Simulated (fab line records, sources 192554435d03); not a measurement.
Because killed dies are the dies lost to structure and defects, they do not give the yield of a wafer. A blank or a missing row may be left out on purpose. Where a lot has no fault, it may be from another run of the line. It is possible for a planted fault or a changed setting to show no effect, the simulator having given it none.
What tool caused it?    flow n5Finfet    72 wafers from 24 lots sampled at 5 of the route's 1938 steps

== WHAT THE GAUGES SHOWED, per wafer ==
N5_BEOL_M4_RS_MEAS_58: measures by four-point-probe. Usual: M4_RS typically reads 0.68 ohm/sq, with standard deviation 0.036.
lot   measured      on            M4_RS (ohm/sq)  flag
L074  day 7 17:34   filmMetro-01  0.72 0.66 0.74  
L075  day 8 04:51   filmMetro-02  0.71 0.72 0.70  
L076  day 9 00:14   filmMetro-01  0.74 0.65 0.67  
L077  day 9 04:45   filmMetro-02  0.68 0.67 0.65  
L080  day 9 05:23   filmMetro-02  0.78 0.72 0.69  
L078  day 9 12:22   filmMetro-02  0.69 0.70 0.65  
L079  day 9 14:28   filmMetro-01  0.69 0.64 0.64  
L081  day 9 16:38   filmMetro-02  0.72 0.69 0.67  
L083  day 10 04:58  filmMetro-02  0.64 0.65 0.68  
L082  day 10 06:29  filmMetro-02  0.65 0.65 0.69  
L084  day 10 14:07  filmMetro-02  0.65 0.70 0.66  
L085  day 10 16:01  filmMetro-02  0.69 0.65 0.62  
L086  day 11 09:59  filmMetro-02  0.63 0.68 0.71  
L087  day 11 10:16  filmMetro-02  0.71 0.70 0.75  
L088  day 11 14:22  filmMetro-01  0.69 0.69 0.67  
L089  day 11 14:52  filmMetro-02  0.65 0.67 0.67  
L091  day 11 20:53  filmMetro-01  0.65 0.64 0.67  
L090  day 12 01:47  filmMetro-01  0.65 0.67 0.62  
L092  day 12 12:21  filmMetro-02  0.75 0.64 0.62  
L093  day 13 00:20  filmMetro-02  0.72 0.77 0.68  
L095  day 13 03:32  filmMetro-01  0.69 0.62 0.67  
L094  day 13 21:18  filmMetro-02  0.62 0.63 0.61  
L096  day 13 21:38  filmMetro-01  0.64 0.72 0.63  
L097  day 14 04:13  filmMetro-02  0.75 0.62 0.61  

N5_BEOL_M5_CD_MEAS_18: pitch 56 nm, target cd 28 nm. Usual: 27.9 nm for cdNm, sd 0.37.
lot   measured      on        cdNm (nm)       flag
L074  day 7 20:38   cdSem-02  27.5 27.2 27.8  
L075  day 8 08:47   cdSem-01  27.6 28.2 27.6  
L076  day 9 03:22   cdSem-02  28.4 28.4 28.3  
L077  day 9 09:07   cdSem-03  28.1 27.8 28.1  
L080  day 9 09:23   cdSem-01  28.3 28.3 27.4  
L078  day 9 17:04   cdSem-03  28.4 28.3 28.3  
L079  day 9 17:32   cdSem-03  28.5 28.1 27.9  
L081  day 9 20:37   cdSem-01  27.3 27.7 27.5  
L083  day 10 09:24  cdSem-02  27.7 27.7 28.4  
L082  day 10 10:07  cdSem-03  27.6 27.4 27.6  
L084  day 10 18:25  cdSem-01  28.3 27.8 28.1  
L085  day 10 19:14  cdSem-01  27.6 27.5 27.7  
L086  day 11 14:37  cdSem-03  27.5 28.0 28.6  
L087  day 11 15:10  cdSem-02  27.5 27.1 26.8  
L088  day 11 17:34  cdSem-01  27.5 28.5 28.3  
L089  day 11 18:06  cdSem-03  27.7 28.1 27.2  
L091  day 12 00:00  cdSem-01  28.3 28.3 28.5  
L090  day 12 05:14  cdSem-01  27.8 28.2 27.6  
L092  day 12 15:41  cdSem-01  28.1 27.7 28.1  
L093  day 13 04:17  cdSem-03  27.2 28.0 28.1  
L095  day 13 07:25  cdSem-03  27.9 27.6 27.5  
L094  day 14 00:09  cdSem-03  27.5 28.3 27.7  
L096  day 14 03:10  cdSem-03  27.5 28.2 27.6  
L097  day 14 08:35  cdSem-01  28.2 28.5 28.5  

N5_BEOL_M5_CD_MEAS_28: target cd 30.6 nm, target cd y 20 nm. Usual: 30.66 nm for cdNm, sd 0.27.
lot   measured      on        cdNm (nm)          flag
L074  day 8 00:26   cdSem-01  31.12 30.77 31.00  
L075  day 8 10:14   cdSem-03  30.97 31.19 31.17  
L076  day 9 03:42   cdSem-03  31.08 30.79 30.76  
L077  day 9 09:34   cdSem-03  30.41 30.72 31.25  
L080  day 9 11:53   cdSem-01  30.25 30.32 30.57  
L078  day 9 18:55   cdSem-02  30.32 30.31 30.66  
L079  day 9 18:44   cdSem-03  30.66 30.86 30.80  
L081  day 10 00:31  cdSem-02  31.02 30.02 30.52  
L083  day 10 09:50  cdSem-03  30.30 31.02 30.45  
L082  day 10 11:15  cdSem-02  30.23 30.50 30.35  
L084  day 10 20:09  cdSem-01  30.84 30.64 30.64  
L085  day 10 20:19  cdSem-01  30.34 30.82 30.42  
L086  day 11 15:03  cdSem-01  30.18 30.77 30.51  
L087  day 11 15:37  cdSem-01  31.06 30.59 30.53  
L088  day 11 21:11  cdSem-01  30.46 30.60 30.30  
L089  day 11 21:14  cdSem-03  31.07 30.71 30.71  
L091  day 12 02:19  cdSem-03  31.10 30.93 30.86  
L090  day 12 06:10  cdSem-03  30.97 31.04 30.79  
L092  day 12 16:07  cdSem-01  30.23 30.47 30.64  
L093  day 13 05:33  cdSem-01  30.97 30.86 30.47  
L095  day 13 08:38  cdSem-03  30.94 30.30 30.53  
L094  day 14 01:39  cdSem-03  30.85 30.56 30.77  
L096  day 14 03:38  cdSem-03  30.72 30.66 31.07  
L097  day 14 08:55  cdSem-03  30.73 30.52 30.45  

== TOOL THAT RAN EACH LOT (tool first, then ch and the chambers of the sampled wafers, then the start) ==
lot   N5_BEOL_M4_PRE_CLEAN_45      N5_BEOL_M5_STRIP_64
L074  pvdSputter-01, day 7 13:53   rieDiel-02 ch 0,1,3, day 7 20:25
L075  pvdSputter-03, day 8 01:19   rieDiel-02 ch 0,1,2, day 8 08:30
L076  pvdSputter-03, day 8 20:38   rieDiel-03 ch 1,2,3, day 9 03:09
L077  pvdSputter-02, day 9 01:18   rieDiel-02 ch 0,1,3, day 9 08:45
L080  pvdSputter-01, day 9 01:37   rieDiel-02 ch 0,2,3, day 9 09:01
L078  pvdSputter-03, day 9 08:34   rieDiel-03 ch 1,2,3, day 9 16:51
L079  pvdSputter-03, day 9 10:40   rieDiel-02 ch 0,1,2, day 9 17:19
L081  pvdSputter-03, day 9 13:06   rieDiel-04 ch 0,1,3, day 9 20:22
L083  pvdSputter-02, day 9 21:31   rieDiel-03 ch 1,2, day 10 09:08
L082  pvdSputter-02, day 10 02:00  rieDiel-02 ch 0,3, day 10 09:49
L084  pvdSputter-03, day 10 09:35  rieDiel-02 ch 0,2,3, day 10 18:11
L085  pvdSputter-01, day 10 12:24  rieDiel-04 ch 1,2,3, day 10 19:00
L086  pvdSputter-02, day 11 06:25  rieDiel-04 ch 1,2, day 11 14:20
L087  pvdSputter-03, day 11 06:49  rieDiel-02 ch 1,3, day 11 14:47
L088  pvdSputter-03, day 11 10:47  rieDiel-04 ch 0,3, day 11 17:21
L089  pvdSputter-03, day 11 10:56  rieDiel-04 ch 0,1,2, day 11 17:53
L091  pvdSputter-01, day 11 17:21  rieDiel-02 ch 0,1, day 11 23:46
L090  pvdSputter-03, day 11 22:13  rieDiel-02 ch 0,1,2, day 12 05:01
L092  pvdSputter-01, day 12 07:43  rieDiel-04 ch 0,1,3, day 12 15:23
L093  pvdSputter-03, day 12 20:44  rieDiel-02 ch 0,1,3, day 13 04:04
L095  pvdSputter-01, day 13 00:08  rieDiel-03 ch 1,2,3, day 13 07:11
L094  pvdSputter-03, day 13 17:45  rieDiel-03 ch 0,3, day 13 23:55
L096  pvdSputter-02, day 13 17:59  rieDiel-03 ch 0,1,3, day 14 02:56
L097  pvdSputter-03, day 13 23:05  rieDiel-02 ch 1,2,3, day 14 08:16
- N5_BEOL_M4_PRE_CLEAN_45: time 30 s.
- N5_BEOL_M5_STRIP_64: strips in CF4.

== AS READ BY THE TOOLS THEMSELVES (means over the sampled wafers that have a number; for cases with no such wafer, the mark the record gives instead) ==
N5_BEOL_M4_PRE_CLEAN_45. Usual: 318 W for heaterPowerW, sd 27.
lot   tool           heaterPowerW (W)  flag
L074  pvdSputter-01  322               
L075  pvdSputter-03  324               
L076  pvdSputter-03  322               
L077  pvdSputter-02  320               
L080  pvdSputter-01  307               
L078  pvdSputter-03  314               
L079  pvdSputter-03  332               
L081  pvdSputter-03  313               
L083  pvdSputter-02  282               
L082  pvdSputter-02  294               
L084  pvdSputter-03  326               
L085  pvdSputter-01  322               
L086  pvdSputter-02  327               
L087  pvdSputter-03  307               
L088  pvdSputter-03  314               
L089  pvdSputter-03  326               
L091  pvdSputter-01  320               
L090  pvdSputter-03  327               
L092  pvdSputter-01  318               
L093  pvdSputter-03  324               
L095  pvdSputter-01  325               
L094  pvdSputter-03  313               
L096  pvdSputter-02  301               
L097  pvdSputter-03  316               

N5_BEOL_M5_STRIP_64. Usual: drypumpMotorCurrentA 5.8 A, standard deviation 0.54; oesProductAu 0.78 a.u., standard deviation 0.08; rfVppV 271.7 V, standard deviation 1.4; showerheadPlenumPTorr 1.81 Torr, standard deviation 0.05; throttleValvePct 13.5 %, standard deviation 0.33.
lot   tool        drypumpMotorCurrentA (A)  oesProductAu (a.u.)  rfVppV (V)  showerheadPlenumPTorr (Torr)  throttleValvePct (%)  flag
L074  rieDiel-02  5.7                       0.81                 273.1       1.83                          13.5                  
L075  rieDiel-02  5.7                       0.80                 271.4       1.81                          13.4                  
L076  rieDiel-03  5.5                       0.80                 271.6       1.81                          13.6                  
L077  rieDiel-02  5.7                       0.80                 272.4       1.82                          13.5                  
L080  rieDiel-02  6.1                       0.82                 271.3       1.83                          13.5                  
L078  rieDiel-03  5.5                       0.79                 272.0       1.80                          13.6                  
L079  rieDiel-02  5.7                       0.79                 271.5       1.80                          13.4                  
L081  rieDiel-04  5.9                       0.80                 271.3       1.82                          13.5                  
L083  rieDiel-03  5.3                       0.77                 270.1       1.77                          13.7                  
L082  rieDiel-02  5.6                       0.75                 271.9       1.80                          13.7                  
L084  rieDiel-02  6.1                       0.80                 272.2       1.82                          13.5                  
L085  rieDiel-04  5.9                       0.79                 273.0       1.85                          13.4                  
L086  rieDiel-04  6.1                       0.71                 272.3       1.85                          13.7                  
L087  rieDiel-02  6.2                       0.85                 272.9       1.86                          13.4                  
L088  rieDiel-04  5.6                       0.78                 270.8       1.79                          13.6                  
L089  rieDiel-04  5.9                       0.71                 271.7       1.82                          13.8                  
L091  rieDiel-02  5.3                       0.76                 271.1       1.79                          13.5                  
L090  rieDiel-02  5.7                       0.78                 272.8       1.80                          13.4                  
L092  rieDiel-04  5.9                       0.77                 271.6       1.82                          13.5                  
L093  rieDiel-02  5.7                       0.77                 271.8       1.81                          13.5                  
L095  rieDiel-03  5.6                       0.77                 271.2       1.80                          13.6                  
L094  rieDiel-03  5.8                       0.76                 271.4       1.82                          13.6                  
L096  rieDiel-03  5.8                       0.75                 271.4       1.79                          13.6                  
L097  rieDiel-02  6.2                       0.81                 271.9       1.83                          13.3                  

== THE ANSWER, worked out from the rows above alone ==
Rule: a lot counts as off when the mean over its wafers that have a number is more than 3 standard deviations away from the usual mean. Also off: a lot with no number at a reading for which 4 or more lots have one. The other lots that the step has rows for count as sound. Order of review: gauges by route order, followed by the tools' own readings, for which a lot's mean as printed above is used. At the first step where some lot is off, the reading lying furthest off is the one used; lots without a number count as furthest.
None of the lots is off at any reading shown; this tells nothing.

== WHAT THE SIMULATOR HAD INSERTED ==
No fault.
